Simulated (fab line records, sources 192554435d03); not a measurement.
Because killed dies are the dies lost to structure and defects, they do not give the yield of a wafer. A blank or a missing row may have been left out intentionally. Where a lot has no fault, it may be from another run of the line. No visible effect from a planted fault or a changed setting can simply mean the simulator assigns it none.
fab line records -- flow n5Finfet
record: lots: 15, wafers: 44, lastDay: 17
route steps=1938 shown BEOL_M0_SAQP@690 BEOL_M0_CUTY@707 BEOL_M0@717
lots with no fault: from the same line, run without faults
startH: start of the lot's first displayed wafer, in hours after the record's first day -- waitH: hours from the lot's prior step to this one -- " identical to the entry in the row above -- L1.1+2: one row covering several wafers at once -- - value missing, or start not given -- * or withheld: withheld -- < > ~ a bound
route shown NAME@n: names a module that has steps shown in the file, with the first one's number in the route -- usual: average and standard deviation across the fault-free wafers -- same: alike in all rows -- chamber/n: place in a boat -- sites: readings site by site -- _std_site: standard deviation of those values -- _edge_site: mean of outer sites minus mean of inner sites -- radiusMm: how far each site lies from the wafer's centre -- mask NAME#n: copy n -- behind: the last tool/chamber to shape the wafer -- hold: the reason the lot was held/the length of the hold in hours/how it ended -- device: names the non-switching transistor (n, p or np) -- end of line: the tests these same wafers got at the end of their route -- a step with no rows: only its recipe -- killed: not the wafer's yield, but the dies lost to structure and defects at the first sort -- map: a wafer's dies, marking killed ones x, the rest . and places with no die _
set.NAME: the setting that was run; set.NAME@STEP: the one run at that earlier step -- model.NAME: the simulator's own value behind a step, which no gauge read
one table for each step of the route and one row for each wafer, over a sample of lots
services: from which hour (startH, from the record's first day; less than 0 if before it) a tool's chamber was out of use, for how many hours, and why
== steps ==
step: N5_BEOL_M0_SAQP_OVL_MEAS_41
recipe: pointsPerWafer: 522
usual: M0_CUT1_OVL: -0.2/0.73
lot.wafer,tool,chamber,startH,waitH,M0_CUT1_OVL[nm]
L560.4,overlay-01,0,116.04,0.0,0.4
L560.5,overlay-01,0,116.04,0.0,0.0
L560.6,overlay-01,0,116.04,0.0,-0.3
L561.2,overlay-01,0,124.16,0.0,0.3
L561.3,overlay-01,0,124.16,0.0,-0.3
L561.4,overlay-01,0,124.16,0.0,0.3
L562.1,overlay-01,0,129.29,0.0,-1.3
L562.3,overlay-01,0,129.29,0.0,-0.5
L562.4,overlay-01,0,129.29,0.0,0.6
L563.2,overlay-01,0,131.28,0.0,0.0
L563.4,overlay-01,0,131.28,0.0,0.7
L563.5,overlay-01,0,131.28,0.0,0.5
L564.1,overlay-02,0,141.62,0.0,-0.6
L564.2,overlay-02,0,141.62,0.0,-0.9
L564.4,overlay-02,0,141.62,0.0,-1.5
L565.2,overlay-01,0,145.70,0.0,-0.9
L565.3,overlay-01,0,145.70,0.0,-0.2
L565.5,overlay-01,0,145.70,0.0,0.7
L567.2,overlay-02,0,156.14,0.0,0.9
L567.3,overlay-02,0,156.14,0.0,0.0
L567.5,overlay-02,0,156.14,0.0,-0.5
L568.1,overlay-01,0,167.81,0.0,-0.9
L568.4,overlay-01,0,167.81,0.0,-0.4
L568.6,overlay-01,0,167.81,0.0,0.0
L571.5,overlay-02,0,185.57,0.0,0.6
L571.6,overlay-02,0,185.57,0.0,-0.3
L572.1,overlay-01,0,189.87,0.0,0.1
L572.3,overlay-01,0,189.87,0.0,-0.3
L572.4,overlay-01,0,189.87,0.0,-0.7
L573.3,overlay-02,0,192.49,0.0,0.5
L573.4,overlay-02,0,192.49,0.0,-0.7
L573.6,overlay-02,0,192.49,0.0,-0.6
L580.1,overlay-02,0,231.07,0.0,0.2
L580.2,overlay-02,0,231.07,0.0,-0.2
L580.6,overlay-02,0,231.07,0.0,0.8
L581.1,overlay-01,0,236.39,0.0,0.1
L581.5,overlay-01,0,236.39,0.0,0.3
L581.6,overlay-01,0,236.39,0.0,-0.8
L582.1,overlay-02,0,243.39,0.0,-0.6
L582.2,overlay-02,0,243.39,0.0,0.5
L582.6,overlay-02,0,243.39,0.0,0.1
L583.1,overlay-01,0,247.13,0.0,0.2
L583.3,overlay-01,0,247.13,0.0,-0.8
L583.5,overlay-01,0,247.13,0.0,-0.4
step: N5_BEOL_M0_SAQP_INSPECT_42
recipe: mode: adi, inspectInstrument: brightfield
usual: rawDefectCount: 296/77
lot.wafer,tool,chamber,startH,waitH,rawDefectCount
L560.4,defectInspect-01,-,116.09,0.0,243
L560.5,defectInspect-01,-,116.09,0.0,328
L560.6,defectInspect-01,-,116.09,0.0,338
L561.2,defectInspect-01,-,124.21,0.0,252
L561.3,defectInspect-01,-,124.21,0.0,261
L561.4,defectInspect-01,-,124.21,0.0,283
L562.1,defectInspect-02,-,129.36,0.1,260
L562.3,defectInspect-02,-,129.36,0.1,201
L562.4,defectInspect-02,-,129.36,0.1,246
L563.2,defectInspect-02,-,131.34,0.0,177
L563.4,defectInspect-02,-,131.34,0.0,218
L563.5,defectInspect-02,-,131.34,0.0,239
L564.1,defectInspect-02,-,141.68,0.1,310
L564.2,defectInspect-02,-,141.68,0.1,364
L564.4,defectInspect-02,-,141.68,0.1,189
L565.2,defectInspect-02,-,145.75,0.0,203
L565.3,defectInspect-02,-,145.75,0.0,227
L565.5,defectInspect-02,-,145.75,0.0,230
L567.2,defectInspect-01,-,156.19,0.0,297
L567.3,defectInspect-01,-,156.19,0.0,330
L567.5,defectInspect-01,-,156.19,0.0,245
L568.1,defectInspect-02,-,167.86,0.1,210
L568.4,defectInspect-02,-,167.86,0.1,227
L568.6,defectInspect-02,-,167.86,0.1,276
L571.5,defectInspect-01,-,185.60,0.0,384
L571.6,defectInspect-01,-,185.60,0.0,259
L572.1,defectInspect-02,-,189.93,0.1,180
L572.3,defectInspect-02,-,189.93,0.1,201
L572.4,defectInspect-02,-,189.93,0.1,263
L573.3,defectInspect-01,-,192.54,0.0,313
L573.4,defectInspect-01,-,192.54,0.0,378
L573.6,defectInspect-01,-,192.54,0.0,337
L580.1,defectInspect-02,-,231.13,0.1,355
L580.2,defectInspect-02,-,231.13,0.1,300
L580.6,defectInspect-02,-,231.13,0.1,212
L581.1,defectInspect-01,-,236.45,0.1,346
L581.5,defectInspect-01,-,236.45,0.1,508
L581.6,defectInspect-01,-,236.45,0.1,495
L582.1,defectInspect-01,-,243.45,0.1,252
L582.2,defectInspect-01,-,243.45,0.1,248
L582.6,defectInspect-01,-,243.45,0.1,207
L583.1,defectInspect-02,-,247.18,0.1,292
L583.3,defectInspect-02,-,247.18,0.1,312
L583.5,defectInspect-02,-,247.18,0.1,324
step: N5_BEOL_M0_CUTY_DEVELOP_56
recipe: developTimeS: 30, developer: TMAH, resist: CAR-ArF-block, rinseLiquid: diw, dry: airSpin, devTempC: 23
usual: chillPlateTempC: 23.00/0.11, developTimeS: 30/0
lot.wafer,tool,chamber,startH,waitH,chillPlateTempC,developTimeS
L560.4,lithoTrack-01,0,117.43,-,22.76,30
L560.5,lithoTrack-01,0,117.43,-,22.94,30
L560.6,lithoTrack-01,0,117.43,-,22.94,30
L561.2,lithoTrack-02,0,125.93,-,22.95,30
L561.3,lithoTrack-02,0,125.93,-,23.04,30
L561.4,lithoTrack-02,0,125.93,-,23.06,30
L562.1,lithoTrack-03,0,130.65,-,22.88,30
L562.3,lithoTrack-03,0,130.65,-,22.76,30
L562.4,lithoTrack-03,0,130.65,-,22.86,30
L563.2,lithoTrack-02,0,132.72,-,23.22,30
L563.4,lithoTrack-02,0,132.72,-,23.02,30
L563.5,lithoTrack-02,0,132.72,-,23.07,30
L564.1,lithoTrack-03,0,143.85,-,22.81,30
L564.2,lithoTrack-03,0,143.85,-,23.15,30
L564.4,lithoTrack-03,0,143.85,-,22.95,30
L565.2,lithoTrack-02,0,146.91,-,23.08,30
L565.3,lithoTrack-02,0,146.91,-,23.08,30
L565.5,lithoTrack-02,0,146.91,-,22.99,30
L567.2,lithoTrack-03,0,157.61,-,23.14,30
L567.3,lithoTrack-03,0,157.61,-,23.15,30
L567.5,lithoTrack-03,0,157.61,-,23.12,30
L568.1,lithoTrack-01,0,169.33,-,23.11,30
L568.4,lithoTrack-01,0,169.33,-,23.12,30
L568.6,lithoTrack-01,0,169.33,-,22.98,30
L571.5,lithoTrack-02,0,187.20,-,22.87,30
L571.6,lithoTrack-02,0,187.20,-,23.01,30
L572.1,lithoTrack-02,0,191.58,-,22.93,30
L572.3,lithoTrack-02,0,191.58,-,23.00,30
L572.4,lithoTrack-02,0,191.58,-,23.09,30
L573.3,lithoTrack-02,0,193.79,-,23.03,30
L573.4,lithoTrack-02,0,193.79,-,22.89,30
L573.6,lithoTrack-02,0,193.79,-,23.05,30
L580.1,lithoTrack-01,-,232.28,-,-,-
L580.2,lithoTrack-01,-,232.28,-,-,-
L580.6,lithoTrack-01,-,232.28,-,-,-
L581.1,lithoTrack-02,-,237.73,-,-,-
L581.5,lithoTrack-02,-,237.73,-,-,-
L581.6,lithoTrack-02,-,237.73,-,-,-
L582.1,lithoTrack-02,-,244.73,-,-,-
L582.2,lithoTrack-02,-,244.73,-,-,-
L582.6,lithoTrack-02,-,244.73,-,-,-
L583.1,lithoTrack-02,0,248.81,-,22.80,30
L583.3,lithoTrack-02,0,248.81,-,23.09,30
L583.5,lithoTrack-02,0,248.81,-,23.01,30
step: N5_BEOL_M0_STRIP_140
recipe: chemistry: CF4, resist: SiARC, powerW: 300, biasPowerW: 75, pressureMtorr: 50, cf4FlowSccm: 150, rfFrequencyHz: 6e+07
usual: drypumpMotorCurrentA: 5.7/0.49, oesProductAu: 0.80/0.07, rfVppV: 271.2/1.9, showerheadPlenumPTorr: 1.80/0.056, throttleValvePct: 13.55/0.23
lot.wafer,tool,chamber,startH,waitH,drypumpMotorCurrentA,oesProductAu,rfHoursCounterH,rfVppV,showerheadPlenumPTorr,throttleValvePct
L560.4,rieDiel-01,0,119.00,0.4,6.1,0.73,201,267.5,1.73,13.85
L560.5,rieDiel-01,1,119.00,0.4,5.3,0.70,-,271.6,1.80,13.79
L560.6,rieDiel-01,2,119.00,0.4,6.4,0.71,-,270.7,1.77,13.86
L561.2,rieDiel-02,3,128.23,0.5,4.7,0.84,54,269.8,1.75,13.64
L561.3,rieDiel-02,0,128.23,0.5,5.8,0.88,24,271.6,1.83,13.21
L561.4,rieDiel-02,2,128.23,0.5,5.7,0.83,63,273.7,1.88,13.32
L562.1,rieDiel-06,0,132.61,0.4,5.3,0.94,3,274.3,1.90,13.34
L562.3,rieDiel-06,2,132.61,0.4,5.5,0.91,17,271.9,1.88,13.42
L562.4,rieDiel-06,3,132.61,0.4,5.2,0.87,35,274.5,1.89,13.36
L563.2,rieDiel-01,0,136.51,0.1,6.1,0.72,210,271.4,1.72,13.88
L563.4,rieDiel-01,1,136.51,0.1,5.3,0.70,199,269.3,1.80,13.81
L563.5,rieDiel-01,0,136.51,0.1,6.1,0.72,-,269.0,1.72,13.88
L564.1,rieDiel-02,1,144.51,0.1,5.6,0.85,50,271.3,1.84,13.38
L564.2,rieDiel-02,3,144.51,0.1,4.7,0.83,60,269.3,1.75,13.66
L564.4,rieDiel-02,2,144.51,0.1,5.8,0.82,69,273.3,1.88,13.32
L565.2,rieDiel-01,2,147.95,0.4,6.3,0.70,247,270.3,1.77,13.87
L565.3,rieDiel-01,3,147.95,0.4,5.7,0.87,26,272.4,1.75,13.48
L565.5,rieDiel-01,2,147.95,0.4,6.4,0.69,-,269.3,1.77,13.90
L567.2,rieDiel-02,1,160.99,0.4,5.6,0.83,57,270.8,1.84,13.35
L567.3,rieDiel-02,2,160.99,0.4,5.7,0.81,76,273.0,1.87,13.33
L567.5,rieDiel-02,0,160.99,0.4,5.9,0.86,-,271.1,1.83,13.24
L568.1,rieDiel-02,1,172.67,0.1,5.6,0.83,61,272.9,1.84,13.40
L568.4,rieDiel-02,2,172.67,0.1,5.8,0.80,80,271.0,1.87,13.36
L568.6,rieDiel-02,1,172.67,0.1,5.6,0.83,-,272.9,1.84,13.40
L571.5,rieDiel-02,1,188.39,0.0,5.6,0.82,-,272.0,1.84,13.41
L571.6,rieDiel-02,2,188.39,0.0,5.8,0.80,-,274.9,1.87,13.35
L572.1,rieDiel-01,3,192.45,0.1,5.7,0.84,46,270.9,1.74,13.54
L572.3,rieDiel-01,2,192.45,0.1,6.4,0.93,5,269.6,1.77,13.33
L572.4,rieDiel-01,1,192.45,0.1,5.3,0.68,224,268.8,1.79,13.90
L573.3,rieDiel-02,2,195.00,0.1,5.7,0.80,88,274.5,1.87,13.34
L573.4,rieDiel-02,3,195.00,0.1,4.7,0.81,79,267.2,1.75,13.69
L573.6,rieDiel-02,3,195.00,0.1,4.8,0.82,-,268.9,1.75,13.69
L583.1,rieDiel-02,3,249.87,0.1,4.7,0.79,101,270.1,1.74,13.76
L583.3,rieDiel-02,0,249.87,0.1,5.8,0.81,70,270.9,1.82,13.30
L583.5,rieDiel-02,2,249.87,0.1,5.8,0.77,-,273.8,1.87,13.38
== services ==
tool,chamber,startH,hours,kind
rieDiel-06,-,104.51,28.1,pm
rieDiel-02,0,145.20,4.2,repair
rieDiel-01,2,155.86,-,clean
rieDiel-01,2,155.86,-,consumableReplace:focusRing
rieDiel-01,2,155.86,24.8,scheduledDown
rieDiel-01,2,155.86,24.8,ventCycle
lithoTrack-02,-,193.05,-,consumableReplace:filter
rieDiel-06,3,219.51,1.4,repair
rieDiel-01,0,239.19,-,clean
rieDiel-01,0,239.19,-,consumableReplace:focusRing
rieDiel-01,0,239.19,-,consumableReplace:showerhead
rieDiel-01,0,239.19,32.1,scheduledDown
rieDiel-01,0,239.19,32.1,ventCycle
== key ==
firstSign: step: N5_BEOL_M0_CUTY_DEVELOP_56, reading: toolRecord, direction: missing
effect none on later readings
metAt N5_BEOL_M0_CUTY_DEVELOP_56
struckLots L580,L581,L582
laterRowsLeftOut L580.1,L580.2,L580.6,L581.1,L581.5,L581.6,L582.1,L582.2,L582.6
sortLeftOut L580.1,L580.2,L580.6,L581.1,L581.5,L581.6,L582.1,L582.2,L582.6
notActingAt N5_BEOL_M0_SAQP_OVL_MEAS_41,N5_BEOL_M0_SAQP_INSPECT_42,N5_BEOL_M0_STRIP_140
onsetBetween 193.79 232.28
fault: kind: skippedStepWhole, tool: lithoTrack-01,lithoTrack-02, chamber: -, onsetH: 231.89, steps: N5_BEOL_M0_CUTY_DEVELOP_56, scope: struckLotsOnly
sortLeftOut: the simulated sort isn't trusted on such a fault, so these wafers' sort isn't shown, and their yield isn't known
laterRowsLeftOut: the simulator's readings of these wafers behind a module that went badly wrong aren't trusted and aren't shown, but for the sort
